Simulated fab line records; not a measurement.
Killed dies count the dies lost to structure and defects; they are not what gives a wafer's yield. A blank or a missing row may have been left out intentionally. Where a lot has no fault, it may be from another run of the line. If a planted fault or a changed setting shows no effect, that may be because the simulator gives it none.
fab line records ; flow n5_finfet
record lots=8; wafers=24; last_day=18
route steps=1938 shown FIN_SAQP@138 BEOL_M4@1111 PASSIVATION@1936
lots that met no fault: from a run of the same line without faults
start_h: start of the lot's first displayed wafer, in hours after the record's first day ; wait_h: hours since the lot's step before ; " as in the row above ; L1.1+2: several wafers, shown together as one row ; - either no value or no given start ; * or withheld: withheld ; < > ~ a bound
route shown NAME@n: names a module that has steps shown in the file, with the first one's number in the route ; usual: mean/standard deviation of fault-free wafers ; same: alike in all rows ; chamber/n: place in a boat ; sites: per-site readings ; _std_site: the values' standard deviation ; _edge_site: outer sites' mean less inner sites' ; radius_mm: for every site, how far away it sits from the centre of the wafer ; mask NAME#n: copy n ; behind: the last tool/chamber to shape the wafer ; hold: why the lot went on hold/how many hours it stayed there/how the hold came to an end ; device: which transistor (n, p or np) failed to switch ; end of line: at the end of the route, the tests of the same wafers ; a step given without rows: its recipe and nothing more ; killed: at the first sort, the dies lost to defects and structure; wafer yield is something else ; map: dies across one wafer; x = killed, . = not, _ = none there
set.NAME: the setting as run; set.NAME@STEP: as run at that earlier step ; model.NAME: the simulator's own value behind a step, which no gauge read
the route's steps for a sample of lots (tables are steps, rows are wafers)
services: a tool's chamber out of use, with start hour (start_h, from the record's first day; less than 0 if before it), hours out, and reason
## steps
# step N5_FIN_SAQP_SPACER2_ALD_28
# recipe material=SiO2; target_thk_a=81; temp_c=300; ald_precursor_family=BDEAS; ald_co_reactant=O2-plasma; pulse_time_s=1; purge_time_s=2; co_reactant_purge_time_s=2; pressure_torr=2
# usual heater_power_outer_w=259/15; heater_power_w=460/29; precursor_pulse_height_rel=1.000/0.02
lot.wafer;tool;chamber;start_h;wait_h;heater_power_outer_w;heater_power_w;precursor_pulse_height_rel
L597.1;ald_sin-04;3;61.58;0.1;268;456;1.008
L597.2;ald_sin-04;0;61.58;0.1;255;498;1.014
L597.6;ald_sin-04;3;61.58;0.1;262;456;1.009
L601.1;ald_sin-03;1;85.03;0.1;230;410;1.003
L601.3;ald_sin-03;3;85.03;0.1;266;462;1.006
L601.4;ald_sin-03;2;85.03;0.1;268;495;1.015
L606.2;ald_sin-01;3;120.54;0.5;275;490;1.003
L606.4;ald_sin-01;2;120.54;0.5;263;460;0.991
L606.6;ald_sin-01;0;120.54;0.5;251;443;0.972
L608.2;ald_sin-01;3;127.09;0.1;283;486;0.982
L608.4;ald_sin-01;0;127.09;0.1;251;461;0.980
L608.6;ald_sin-01;2;127.09;0.1;269;455;1.018
L609.2;ald_sin-04;3;134.71;0.1;259;449;0.979
L609.5;ald_sin-04;0;134.71;0.1;263;498;1.000
L609.6;ald_sin-04;3;134.71;0.1;267;449;0.987
L610.3;ald_sin-01;3;140.11;0.1;285;498;1.006
L610.4;ald_sin-01;0;140.11;0.1;255;441;0.958
L610.5;ald_sin-01;3;140.11;0.1;279;492;1.000
L611.4;ald_sin-04;1;146.01;0.1;261;481;1.022
L611.5;ald_sin-04;3;146.01;0.1;266;456;0.951
L611.6;ald_sin-04;2;146.01;0.1;250;473;0.996
L613.1;ald_sin-03;2;159.79;0.1;266;493;1.000
L613.2;ald_sin-03;0;159.79;0.1;249;407;1.038
L613.3;ald_sin-03;1;159.79;0.1;224;419;0.999
# step N5_FIN_SAQP_MANDREL2_REMOVE_60
# recipe chemistry=HBr/Cl2/O2; bt_time_s=10; target=a-Si; stop_on=SiNx; endpoint=OES-SiCl; over_etch_frac=1; icp_w=600; bias_w=22; HBr_flow_sccm=150; Cl2_flow_sccm=80; O2_flow_sccm=5; pressure_mtorr=10
# usual HBr_flow_sccm=150.0/0.47; chamber_pressure_mTorr=10.001/0.0089; drypump_motor_current_A=5.8/0.43; oes_product_au=1.004/0.02; throttle_valve_pct=36.5/0.31
lot.wafer;tool;chamber;start_h;wait_h;HBr_flow_sccm;chamber_pressure_mTorr;drypump_motor_current_A;oes_product_au;rf_hours_counter_h;throttle_valve_pct
L597.1;rie_si-03;1;62.03;0.1;150.5;10.006;5.8;0.981;53;36.9
L597.2;rie_si-03;0;62.03;0.1;150.0;9.996;5.7;1.000;195;36.4
L597.6;rie_si-03;1;62.03;0.1;151.2;10.005;5.8;0.976;-;36.9
L601.1;rie_si-05;1;85.44;0.1;150.3;10.006;5.6;1.042;43;36.4
L601.3;rie_si-05;3;85.44;0.1;149.9;9.990;5.0;0.992;74;36.5
L601.4;rie_si-05;1;85.44;0.1;150.1;10.005;5.6;1.049;-;36.4
L606.2;rie_si-05;3;120.96;0.1;149.8;10.014;5.0;1.004;75;36.5
L606.4;rie_si-05;1;120.96;0.1;149.9;10.006;5.6;1.039;-;36.4
L606.6;rie_si-05;3;120.96;0.1;150.2;10.024;5.0;0.993;-;36.5
L608.2;rie_si-03;0;127.50;0.1;149.9;9.986;5.6;1.022;196;36.4
L608.4;rie_si-03;3;127.50;0.1;150.5;10.001;6.6;0.974;112;36.0
L608.6;rie_si-03;0;127.50;0.1;149.4;10.018;5.7;1.030;-;36.4
L609.2;rie_si-02;2;135.12;0.1;149.5;10.002;5.9;0.995;56;36.9
L609.5;rie_si-02;1;135.12;0.1;149.3;10.011;5.9;0.989;-;36.7
L609.6;rie_si-02;2;135.12;0.1;150.4;10.008;5.9;0.986;-;36.9
L610.3;rie_si-02;1;140.52;0.1;149.8;9.977;6.0;0.984;23;36.7
L610.4;rie_si-02;2;140.52;0.1;150.7;10.004;5.9;0.988;56;36.9
L610.5;rie_si-02;1;140.52;0.1;149.8;9.992;6.0;0.989;-;36.7
L611.4;rie_si-05;1;146.65;0.0;150.2;10.010;5.6;1.050;45;36.4
L611.5;rie_si-05;3;146.65;0.0;150.2;10.008;5.0;1.008;-;36.5
L611.6;rie_si-05;0;146.65;0.0;150.1;10.010;5.5;1.019;-;36.5
L613.1;rie_si-03;3;160.38;0.1;149.2;9.988;6.6;0.987;113;36.0
L613.2;rie_si-03;2;160.38;0.1;150.0;9.999;6.4;1.009;22;36.6
L613.3;rie_si-03;1;160.38;0.1;149.5;10.010;5.8;0.988;55;36.9
# step N5_FIN_SAQP_HM_OPEN_33
# recipe chemistry=CH3F/O2; target=SiNx; mask_material=SiO2; target_depth_a=494; time_s=70.6; pressure_mtorr=30; source_w=395; bias_w=73; Ar_flow_sccm=150; CH3F_flow_sccm=30; O2_flow_sccm=20; ion_energy_ev=120; ends=cleared
# usual chamber_pressure_mTorr=30.000/0.025; drypump_motor_current_A=5.7/0.3; etch_rf_on_time_s=67.6/1.6; oes_product_au=0.68/0.08; rf_vpp_V=296/5.5; showerhead_plenum_p_Torr=2.00/0.07; throttle_valve_pct=16.41/0.26
lot.wafer;tool;chamber;start_h;wait_h;chamber_pressure_mTorr;drypump_motor_current_A;etch_rf_on_time_s;oes_product_au;rf_hours_counter_h;rf_vpp_V;showerhead_plenum_p_Torr;throttle_valve_pct
L597.1;rie_diel-05;3;62.19;0.0;30.052;5.3;81.2;0.53;235;296;1.96;16.90
L597.2;rie_diel-05;1;62.19;0.0;30.004;5.8;66.6;0.81;12;295;2.06;16.03
L597.6;rie_diel-05;1;62.19;0.0;29.988;5.8;68.2;0.81;-;294;2.06;16.03
L601.1;rie_diel-01;0;85.64;0.1;30.052;6.2;67.5;0.71;85;296;2.04;16.44
L601.3;rie_diel-01;3;85.64;0.1;30.025;5.1;68.7;0.57;229;289;1.89;16.51
L601.4;rie_diel-01;2;85.64;0.1;30.037;6.2;70.6;0.60;235;284;2.08;16.72
L606.2;rie_diel-03;2;121.11;0.0;29.969;5.7;67.8;0.64;151;288;1.92;16.31
L606.4;rie_diel-03;0;121.11;0.0;30.025;5.5;68.3;0.62;170;306;2.06;16.67
L606.6;rie_diel-03;1;121.11;0.0;29.973;5.4;67.5;0.62;-;300;1.91;16.58
L608.2;rie_diel-01;3;127.66;0.0;29.986;5.1;69.7;0.56;241;289;1.88;16.53
L608.4;rie_diel-01;1;127.66;0.0;30.018;5.9;70.0;0.69;82;304;2.10;16.14
L608.6;rie_diel-01;1;127.66;0.0;29.989;5.9;68.5;0.70;-;303;2.10;16.14
L609.2;rie_diel-01;0;135.29;0.1;30.001;6.2;66.3;0.70;100;297;2.03;16.48
L609.5;rie_diel-01;3;135.29;0.1;29.968;5.1;69.3;0.57;-;288;1.88;16.52
L609.6;rie_diel-01;0;135.29;0.1;30.008;6.2;67.4;0.70;-;298;2.03;16.47
L610.3;rie_diel-01;3;140.87;0.2;29.971;5.1;69.5;0.56;247;288;1.88;16.54
L610.4;rie_diel-01;0;140.87;0.2;30.001;6.2;66.4;0.71;-;296;2.03;16.48
L610.5;rie_diel-01;3;140.87;0.2;29.989;5.1;69.3;0.57;-;288;1.88;16.53
L611.4;rie_diel-01;1;146.85;0.1;30.010;6.0;70.5;0.69;-;304;2.10;16.17
L611.5;rie_diel-01;0;146.85;0.1;29.966;6.2;68.0;0.69;-;296;2.03;16.48
L611.6;rie_diel-01;3;146.85;0.1;30.014;5.1;69.6;0.56;-;288;1.88;16.54
L613.1;rie_diel-03;0;160.65;0.2;29.999;5.5;66.7;0.61;188;305;2.06;16.70
L613.2;rie_diel-03;1;160.65;0.2;30.020;5.4;66.4;0.62;208;298;1.90;16.64
L613.3;rie_diel-03;2;160.65;0.2;30.005;5.7;68.3;0.64;160;288;1.92;16.32
# step N5_FIN_SAQP_STRIP_77
# recipe chemistry=N2/H2; time_s=90; power_w=100; temp_c=40; pressure_mtorr=100; rf_frequency_hz=6e+07; bias_power_w=3; n2_flow_sccm=300; h2_flow_sccm=300
# usual chamber_pressure_mTorr=100.01/0.095; drypump_motor_current_A=5.7/0.3; oes_product_au=0.79/0.095; rf_vpp_V=45.3/0.87; showerhead_plenum_p_Torr=3.36/0.11; throttle_valve_pct=12.2/0.34
lot.wafer;tool;chamber;start_h;wait_h;chamber_pressure_mTorr;drypump_motor_current_A;oes_product_au;rf_hours_counter_h;rf_vpp_V;showerhead_plenum_p_Torr;throttle_valve_pct
L597.1;rie_diel-05;3;62.28;0.0;100.10;5.3;0.67;235;45.2;3.31;12.8
L597.2;rie_diel-05;1;62.28;0.0;99.93;5.9;0.97;12;45.8;3.43;11.6
L597.6;rie_diel-05;1;62.28;0.0;99.96;5.9;0.97;-;43.6;3.43;11.6
L601.1;rie_diel-01;0;85.73;0.0;100.13;6.2;0.82;85;46.1;3.39;12.1
L601.3;rie_diel-01;3;85.73;0.0;100.06;5.2;0.66;229;44.6;3.19;12.4
L601.4;rie_diel-01;2;85.73;0.0;100.14;6.2;0.70;235;45.2;3.45;12.5
L606.2;rie_diel-03;2;121.21;0.0;99.91;5.7;0.76;151;43.6;3.25;12.3
L606.4;rie_diel-03;0;121.21;0.0;99.84;5.6;0.72;170;46.3;3.48;12.6
L606.6;rie_diel-03;1;121.21;0.0;99.94;5.4;0.72;-;44.7;3.18;12.3
L608.2;rie_diel-01;3;127.75;0.0;100.04;5.1;0.66;241;44.8;3.19;12.5
L608.4;rie_diel-01;1;127.75;0.0;100.05;5.9;0.82;82;46.0;3.54;12.0
L608.6;rie_diel-01;1;127.75;0.0;99.85;5.9;0.83;-;45.2;3.54;12.0
L609.2;rie_diel-01;0;135.38;0.0;100.07;6.2;0.81;100;45.3;3.38;12.2
L609.5;rie_diel-01;3;135.38;0.0;100.06;5.2;0.65;-;45.4;3.19;12.5
L609.6;rie_diel-01;0;135.38;0.0;99.80;6.2;0.80;-;44.8;3.38;12.2
L610.3;rie_diel-01;3;140.96;0.0;100.05;5.1;0.65;247;44.5;3.18;12.5
L610.4;rie_diel-01;0;140.96;0.0;99.99;6.2;0.81;-;43.9;3.38;12.2
L610.5;rie_diel-01;3;140.96;0.0;100.07;5.1;0.65;-;44.6;3.18;12.5
L611.4;rie_diel-01;1;146.95;0.0;100.10;5.9;0.81;-;44.9;3.53;12.0
L611.5;rie_diel-01;0;146.95;0.0;99.91;6.2;0.80;-;46.3;3.38;12.2
L611.6;rie_diel-01;3;146.95;0.0;100.06;5.1;0.65;-;44.7;3.18;12.5
L613.1;rie_diel-03;0;160.74;0.0;100.26;5.6;0.71;188;46.5;3.47;12.6
L613.2;rie_diel-03;1;160.74;0.0;100.02;5.4;0.72;208;45.6;3.17;12.4
L613.3;rie_diel-03;2;160.74;0.0;100.04;5.7;0.75;160;43.8;3.25;12.3
# step N5_BEOL_M4_RC_MEAS_101
# usual DIBL_N=35.4/2.1; DIBL_P=34.8/2.6; IOFF_N=0.15/0.037; IOFF_P=0.19/0.037; ION_N=677/16; ION_P=462/9.3; SS_N=71.4/0.75; SS_P=72.9/0.77; VT_N=250/3.7; VT_P=-251/3.5
lot.wafer;tool;chamber;start_h;wait_h;DIBL_N[mV/V];DIBL_P[mV/V];IOFF_N[nA/um];IOFF_P[nA/um];ION_N[uA/um];ION_P[uA/um];SS_N[mV/dec];SS_P[mV/dec];VT_N[mV];VT_P[mV]
L597.1;prober-01;0;202.96;0.5;34.8;33.8;0.13;0.16;664;456;71.1;73.1;251;-257
L597.2;prober-01;0;202.96;0.5;37.2;36.0;0.16;0.18;678;457;71.7;73.2;248;-253
L597.6;prober-01;0;202.96;0.5;34.0;32.3;0.12;0.13;660;448;70.9;71.5;255;-257
L601.1;prober-01;0;231.34;0.7;36.0;34.6;0.13;0.21;649;450;71.0;73.0;250;-251
L601.3;prober-01;0;231.34;0.7;36.2;34.6;0.15;0.20;677;466;71.3;73.2;246;-252
L601.4;prober-01;0;231.34;0.7;37.3;35.1;0.15;0.19;661;450;71.3;72.4;249;-251
L606.2;prober-02;0;260.80;0.2;38.6;39.2;0.20;0.24;681;474;72.1;73.5;248;-249
L606.4;prober-02;0;260.80;0.2;33.9;33.0;0.12;0.15;668;460;71.0;72.4;252;-255
L606.6;prober-02;0;260.80;0.2;39.1;38.8;0.18;0.23;672;464;71.7;73.8;251;-251
L608.2;prober-01;0;269.96;0.2;33.1;32.2;0.11;0.15;662;448;69.8;71.9;252;-255
L608.4;prober-01;0;269.96;0.2;32.3;31.9;0.11;0.15;682;472;70.4;73.0;253;-253
L608.6;prober-01;0;269.96;0.2;33.5;33.4;0.13;0.16;668;456;71.0;72.7;251;-251
L609.2;prober-01;0;283.74;0.2;33.2;32.4;0.11;0.15;670;451;70.2;72.3;255;-254
L609.5;prober-01;0;283.74;0.2;36.7;37.0;0.16;0.20;692;469;71.6;73.0;251;-251
L609.6;prober-01;0;283.74;0.2;34.9;35.9;0.14;0.20;669;463;70.1;73.3;251;-251
L610.3;prober-01;0;286.65;0.3;36.2;36.9;0.18;0.22;694;472;72.3;72.9;247;-249
L610.4;prober-01;0;286.65;0.3;37.5;38.8;0.21;0.25;697;472;72.2;73.3;246;-249
L610.5;prober-01;0;286.65;0.3;37.8;38.8;0.20;0.24;696;471;72.2;73.0;245;-245
L611.4;prober-01;0;303.34;0.5;35.9;34.1;0.13;0.15;656;449;71.6;72.8;255;-254
L611.5;prober-01;0;303.34;0.5;39.2;39.1;0.20;0.22;709;469;72.2;74.6;245;-253
L611.6;prober-01;0;303.34;0.5;35.8;33.8;0.13;0.14;668;445;71.5;73.2;254;-261
L613.1;prober-01;0;327.31;0.0;35.5;35.0;0.15;0.23;676;468;71.7;73.1;254;-243
L613.2;prober-01;0;327.31;0.0;32.7;31.9;0.11;0.18;672;472;70.3;71.7;254;-247
L613.3;prober-01;0;327.31;0.0;35.4;36.6;0.16;0.25;688;474;71.5;72.9;249;-244
# step N5_PASSIVATION_PROBE_49
# usual defect_limited_yield=90.5/1.7; killed_at_M0_to_M3=37/12; killed_at_M4_up=14/5.2; killed_at_contacts=12/5.9; killed_at_front_end=45/14; killed_at_other=3.5/2.8; killed_dies=112/21; killed_open=73/15; killed_short=36/8.9; sort_bin_5_function=5.6/1.2; sort_bin_6_memory=3.5/0.68; sort_bin_8_speed=0.01/0.1; sort_n_pass=1068/21; sort_yield_pct=90.5/1.8
# same gross_dies=1180; killed_at_back_side=0; sort_bin_4_leakage[%]=0
lot.wafer;tool;chamber;start_h;wait_h;defect_limited_yield[%];killed_at_M0_to_M3;killed_at_M4_up;killed_at_contacts;killed_at_front_end;killed_at_other;killed_dies;killed_open;killed_short;sort_bin_5_function[%];sort_bin_6_memory[%];sort_bin_8_speed[%];sort_n_pass;sort_yield_pct[%]
L597.1;prober-02;-;324.27;0.0;91.9;40;19;15;15;6;95;64;30;4.4;3.5;0;1085;91.9
L597.2;prober-02;-;324.32;0.1;92.5;33;15;11;29;0;88;58;29;4.0;3.1;0;1092;92.5
L597.6;prober-02;-;324.52;0.3;90.9;48;19;14;23;3;107;70;36;5.4;3.2;0;1073;90.9
L601.1;prober-01;-;343.00;0.0;87.3;46;14;11;75;4;150;94;54;8.0;4.1;0.08;1029;87.2
L601.3;prober-01;-;343.10;0.1;89.7;47;13;10;49;3;122;83;36;6.3;3.7;0;1058;89.7
L601.4;prober-01;-;343.15;0.2;90.8;45;8;4;47;4;108;74;33;5.1;3.5;0;1072;90.8
L606.2;prober-02;-;374.91;0.1;88.6;53;15;25;37;5;135;97;35;6.5;4.6;0;1045;88.6
L606.4;prober-02;-;375.01;0.2;86.7;66;17;25;45;4;157;97;55;8.3;4.5;0.08;1023;86.7
L606.6;prober-02;-;375.11;0.3;86.9;70;9;24;49;2;154;98;48;7.3;4.8;0;1026;86.9
L610.3;prober-02;-;396.53;0.1;90.7;51;11;13;32;3;110;72;36;5.6;3.4;0;1070;90.7
L610.4;prober-02;-;396.58;0.2;91.0;45;10;11;37;3;106;63;32;5.2;3.1;0;1074;91.0
L610.5;prober-02;-;396.63;0.2;90.0;53;11;9;39;6;118;78;38;6.1;3.6;0;1062;90.0
L611.4;prober-01;-;402.14;0.2;91.7;26;14;9;46;3;98;63;34;4.9;2.9;0;1082;91.7
L611.5;prober-01;-;402.19;0.2;92.2;29;21;5;33;4;92;57;32;5.1;2.5;0;1088;92.2
L611.6;prober-01;-;402.24;0.3;92.4;23;11;11;40;5;90;61;26;4.4;3.1;0;1090;92.4
# killed by level:class
L597.1 MOL_CONTACT_COAG:geometric_particle:open=11 BEOL_M0_SAQP:geometric_particle:open=10 BEOL_M3:geometric_particle:open=9 BEOL_M4:geometric_particle:open=9 BEOL_M0_SAQP:geometric_particle:short=8 STI_FIN_REVEAL:geometric_particle:open=4 DUMMY_GATE:geometric_particle:open=4 MOL_CONTACT_COAG:geometric_particle:short=4
L597.2 BEOL_M0_SAQP:geometric_particle:open=13 MOL_CONTACT_COAG:geometric_particle:open=9 BEOL_M0_SAQP:geometric_particle:short=7 ILD0:geometric_particle:open=6 GATE_CUT:geometric_particle:short=6 FIN_SAQP:geometric_particle:short=5 BEOL_M4:geometric_particle:open=5 BEOL_M1:geometric_particle:open=4
L597.6 BEOL_M0_SAQP:geometric_particle:open=16 BEOL_M0_SAQP:geometric_particle:short=13 MOL_CONTACT_COAG:geometric_particle:open=12 BEOL_M4:geometric_particle:open=8 BEOL_M1:geometric_particle:open=7 BEOL_M3:geometric_particle:open=5 DUMMY_GATE:geometric_particle:short=4 ILD0:geometric_particle:open=4
L601.1 FIN_SAQP:geometric_particle:short=23 FIN_SAQP:geometric_particle:open=18 BEOL_M0_SAQP:geometric_particle:open=12 MOL_CONTACT_COAG:geometric_particle:open=10 BEOL_M0_SAQP:geometric_particle:short=10 BEOL_M3:geometric_particle:open=9 STI_FIN_REVEAL:geometric_particle:open=7 BEOL_M2:geometric_particle:open=7
L601.3 STI_FIN_REVEAL:geometric_particle:open=12 BEOL_M2:geometric_particle:open=12 FIN_SAQP:geometric_particle:open=11 MOL_CONTACT_COAG:geometric_particle:open=8 DUMMY_GATE:geometric_particle:open=8 BEOL_M0_SAQP:geometric_particle:short=8 BEOL_M1:geometric_particle:open=7 BEOL_M0_SAQP:geometric_particle:open=6
L601.4 BEOL_M0_SAQP:geometric_particle:open=15 BEOL_M0_SAQP:geometric_particle:short=11 FIN_SAQP:geometric_particle:open=10 DUMMY_GATE:geometric_particle:open=9 STI_FIN_REVEAL:geometric_particle:open=8 BEOL_M1:geometric_particle:open=8 FIN_SAQP:geometric_particle:short=6 STARTING-WAFER:geometric_particle:short=5
L606.2 MOL_CONTACT_COAG:geometric_particle:open=20 BEOL_M0_SAQP:geometric_particle:short=16 STI_FIN_REVEAL:geometric_particle:open=11 BEOL_M0_SAQP:geometric_particle:open=11 BEOL_M3:geometric_particle:open=9 FIN_SAQP:geometric_particle:open=7 BEOL_M1:geometric_particle:open=7 BEOL_M4:geometric_particle:open=7
L606.4 MOL_CONTACT_COAG:geometric_particle:open=21 BEOL_M0_SAQP:geometric_particle:short=15 BEOL_M3:geometric_particle:open=13 FIN_SAQP:geometric_particle:short=12 FIN_SAQP:geometric_particle:open=12 BEOL_M2:geometric_particle:open=10 BEOL_M0_SAQP:geometric_particle:open=9 BEOL_M4:geometric_particle:open=9
L606.6 MOL_CONTACT_COAG:geometric_particle:open=18 BEOL_M3:geometric_particle:open=14 BEOL_M0_SAQP:geometric_particle:open=13 FIN_SAQP:geometric_particle:short=12 FIN_SAQP:geometric_particle:open=12 BEOL_M0:geometric_particle:open=12 BEOL_M0_SAQP:geometric_particle:short=7 HKMG_FIN:area_etch=7
L610.3 BEOL_M0_SAQP:geometric_particle:short=12 MOL_CONTACT_COAG:geometric_particle:open=11 BEOL_M3:geometric_particle:open=11 STI_FIN_REVEAL:geometric_particle:open=9 BEOL_M1:geometric_particle:open=8 BEOL_M0_SAQP:geometric_particle:open=7 FIN_SAQP:geometric_particle:short=6 BEOL_M0:geometric_particle:open=5
L610.4 BEOL_M0_SAQP:geometric_particle:open=11 BEOL_M3:geometric_particle:open=11 BEOL_M0_SAQP:geometric_particle:short=10 STI_FIN_REVEAL:geometric_particle:open=8 MOL_CONTACT_COAG:geometric_particle:open=7 HKMG_FIN:area_etch=6 DUMMY_GATE:geometric_particle:open=5 GATE_CUT:geometric_particle:short=5
L610.5 BEOL_M0_SAQP:geometric_particle:short=12 BEOL_M0_SAQP:geometric_particle:open=11 STI_FIN_REVEAL:geometric_particle:open=10 BEOL_M1:geometric_particle:open=9 BEOL_M3:geometric_particle:open=7 MOL_CONTACT_COAG:geometric_particle:open=6 GATE_CUT:geometric_particle:short=6 BEOL_M2:geometric_particle:open=6
L611.4 STI_FIN_REVEAL:geometric_particle:open=11 MOL_CONTACT_COAG:geometric_particle:open=8 BEOL_M0_SAQP:geometric_particle:open=7 BEOL_M4:geometric_particle:open=7 FIN_SAQP:geometric_particle:open=6 STARTING-WAFER:geometric_particle:short=6 STI_FIN_REVEAL:geometric_particle:short=4 BEOL_M0:geometric_particle:open=4
L611.5 STI_FIN_REVEAL:geometric_particle:open=8 BEOL_M0_SAQP:geometric_particle:open=7 GATE_CUT:geometric_particle:short=6 BEOL_M0_SAQP:geometric_particle:short=5 BEOL_M4:geometric_particle:open=5 BEOL_M5:geometric_particle:open=5 MOL_CONTACT_COAG:geometric_particle:open=4 STARTING-WAFER:geometric_particle:open=4
L611.6 STI_FIN_REVEAL:geometric_particle:open=10 MOL_CONTACT_COAG:geometric_particle:open=10 BEOL_M0:geometric_particle:open=7 DUMMY_GATE:geometric_particle:open=5 STI_FIN_REVEAL:geometric_particle:short=4 ILD0:geometric_particle:open=4 FIN_SAQP:geometric_particle:open=3 GATE_CUT:geometric_particle:open=3
## services
tool;chamber;start_h;hours;kind
ald_sin-01;-;47.66;0.5;repair
rie_diel-03;1;52.70;4.1;repair
ald_sin-04;1;59.41;3.4;repair
rie_diel-03;2;60.98;1.8;repair
ald_sin-01;-;85.30;14.0;pm
ald_sin-01;0;85.30;14.0;vent_cycle
rie_diel-01;-;87.14;1.0;repair
ald_sin-03;1;94.06;38.2;repair
ald_sin-01;1;103.98;88.0;repair
rie_diel-01;2;134.57;-;clean
rie_diel-01;2;134.57;-;consumable_replace:esc
rie_diel-01;2;134.57;-;consumable_replace:focus_ring
rie_diel-01;2;134.57;18.7;scheduled_down
rie_diel-01;2;134.57;18.7;vent_cycle
rie_diel-01;-;141.22;1.0;repair
rie_diel-05;-;143.37;14.6;pm
rie_si-03;0;145.19;2.3;repair
rie_diel-03;3;149.91;2.5;repair
rie_diel-01;3;153.44;-;clean
rie_diel-01;3;153.44;-;consumable_replace:focus_ring
rie_diel-01;3;153.44;-;consumable_replace:showerhead
rie_diel-01;3;153.44;27.5;scheduled_down
rie_diel-01;3;153.44;27.5;vent_cycle
ald_sin-03;2;160.21;7.0;repair
## key
first_sign step=N5_FIN_SAQP_HM_OPEN_33; reading=etch_rf_on_time_s; direction=up; sigmas=8.3; usual=*; struck=*
effect none on later readings
met_at N5_FIN_SAQP_HM_OPEN_33
struck_lots L597
struck_wafers L597.1
not_acting_at N5_FIN_SAQP_SPACER2_ALD_28,N5_FIN_SAQP_MANDREL2_REMOVE_60,N5_FIN_SAQP_STRIP_77
fault kind=process_parameter_drift; tool=rie_diel-05; chamber=3; onset_h=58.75; steps=N5_FIN_SAQP_HM_OPEN_33; channel=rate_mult; offset=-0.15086; shape=step; end_h=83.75
